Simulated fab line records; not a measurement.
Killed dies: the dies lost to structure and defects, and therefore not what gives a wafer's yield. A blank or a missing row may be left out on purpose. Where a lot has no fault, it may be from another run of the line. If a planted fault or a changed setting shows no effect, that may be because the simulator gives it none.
Problem report, 8D (eight disciplines) form, completed by code / flow n5-finfet / the parts of the form that need people (team, actions taken, sign-off) are left out

## 1. THE ISSUE
barrier-field-endpoint-s at N5_BEOL_M15_CMP_49 reads a mean of 15.68 s on 3 wafers of 3 lots; wafers without a fault read 11.34 s with a standard deviation of 0.25. That is +17 standard deviations from the usual mean.
The step: polishes, stops on SiO2, t overpolish 4.9 s, target thk 850 nm.
Seen first at day 15 03:05 on cmp-03, wafer L584.6. The record has a number at this step for 30 wafers belonging to 11 lots. The rule behind "out" and "out of limits": a value lying over 4 standard deviations away from the usual mean. All remaining wafers that have a number are taken as sound.

## 2. WHAT IT IS; WHAT IT IS NOT
question=which readings at this step | is=barrier-field-endpoint-s | is not=motor-current-A
question=which lots | is=L584, L585, L587 | is not=L572, L574, L577, L580, L589, L590, L592, L593
question=which wafers of those lots | is=L584.6, L585.6, L587.1 | is not=L584.2, L585.3, L585.4, L587.4
question=read on which tools | is=cmp-03, cmp-04 | is not=cmp-01
question=when | is=from day 15 03:05 | is not=up to then (13 sound wafers); but 14 sound wafers of L585, L587, L589, L590, L592, L593 came after

## 3. SUSPECTS, AND WHAT RULES EACH OUT
Counting: a tool at a process step up to the reading stays a suspect if it ran every lot that is out. Sound lots after the first of them don't rule it out here, since some wafers of a struck lot are sound.
- pvd-sputter-02 at N5_BEOL_M15_SPUTTER_44 (material Ta, target thk 15 nm, time 24.19 s): kept. It processed each lot that is out (first: L584, day 15 02:16); up to then, its last sound lot is L580 (day 14 08:10).
After counting, what remains is pvd-sputter-02 at N5_BEOL_M15_SPUTTER_44.

## 4. THE CAUSE (what the simulator had put in)
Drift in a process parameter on pvd-sputter-02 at N5_BEOL_M15_SPUTTER_44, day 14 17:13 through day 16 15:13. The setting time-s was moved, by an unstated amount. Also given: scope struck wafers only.
This tool alone remained once counting was done.

## 5. SEQUENCE OF EFFECTS, ordered by route
One row per reading whose mean, taken over the struck wafers that have a number, lies over 3 standard deviations from the usual. Only readings for which the record gives a usual standard deviation are gone through. hours: the time from each lot's start at the first step in this table that gives one to its start at this step, as a median over the lots. sigmas: the change in usual standard deviations.
hours=0; step=N5_BEOL_M15_CMP_49; reading=barrier-field-endpoint-s; usual=11.34 s; on struck wafers=15.68; change=+4.34; sigmas=+17
Process steps it contains:
- N5_BEOL_M15_CMP_49: polishes, stops on SiO2, t overpolish 4.9 s, target thk 850 nm.
Later steps that measure or inspect, where all struck wafers having a row at the step show a number for every such reading and not one has moved that far: N5_BEOL_M15_INSPECT_55.

## 6. HOW IT WOULD HAVE BEEN CAUGHT EARLIER
In this record no reading fell out of limits until day 15 03:05, 10 hours after the fault had begun at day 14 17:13.
No tool reading at N5_BEOL_M15_SPUTTER_44 that has a usual standard deviation in the record was out on any struck wafer, so an alarm limit of 4 standard deviations on those readings would not have fired.
Lots out: 3; of these, L585, L587 started N5_BEOL_M15_SPUTTER_44 on pvd-sputter-02 after day 15 03:05. A hold on the tool at that time would have spared those 2.
